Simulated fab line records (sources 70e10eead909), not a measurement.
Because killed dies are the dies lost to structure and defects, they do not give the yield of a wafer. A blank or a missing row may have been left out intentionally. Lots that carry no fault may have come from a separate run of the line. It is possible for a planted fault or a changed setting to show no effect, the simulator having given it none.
Matching of chambers -- flow nandHarc -- NHARC_A_CHANNEL_FILL_D1_ETCHBACK_20 on rieDiel-12: 4 sister chambers
The step etches the open film in C4F8/O2/Ar, target depth 27 nm, time 13.5 s. 8 wafers are shown with their chamber, then 11 later ones without.

## WAFERS PAIRED WITH THEIR CHAMBERS
wafer,chamber,rfVppV (V),oesProductAu (a.u.)
L074.6,2,974,0.99
L076.2,2,975,1.00
L083.2,3,973,0.98
L084.4,3,973,0.97
L084.5,0,967,1.02
L085.4,1,983,0.91
L085.6,0,970,0.92
L087.1,1,983,0.96

## WAFERS WHOSE CHAMBER IS MISSING
wafer,rfVppV (V),oesProductAu (a.u.)
L087.3,972,0.95
L087.4,969,0.98
L091.3,983,0.94
L091.5,983,0.92
L091.6,968,0.94
L096.2,968,0.95
L096.3,976,0.92
L096.4,985,0.91
L097.1,969,0.94
L097.3,973,0.91
L097.6,983,0.91

## EACH ONE'S CHAMBER
wafer,from the rows above,in truth
L087.3,can't be placed: 3 or 2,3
L087.4,0,0
L091.3,1,1
L091.5,1,1
L091.6,0,0
L096.2,0,0
L096.3,can't be placed: 2 or 3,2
L096.4,1,1
L097.1,0,0
L097.3,can't be placed: 3 or 2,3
L097.6,1,1
Correct placement for 8 of the 11. Can't be placed from these rows: 3 (the true chamber is among the candidates in 3). Placed wrongly: 0.
How it was worked out, from the rows above alone: a wafer's distance from a chamber is the root of the sum, over the readings, of the square of ((its reading less the chamber's mean) divided by the reading's scatter). If the next closest chamber is less than 2 further off than the closest, the wafer can't be placed; otherwise it belongs to the closest. The mean given for a chamber averages the wafers shown for that chamber. The scatter: the root of (the sum of the squares of (reading less its chamber's mean) over the shown wafers, divided by (wafers less chambers)).
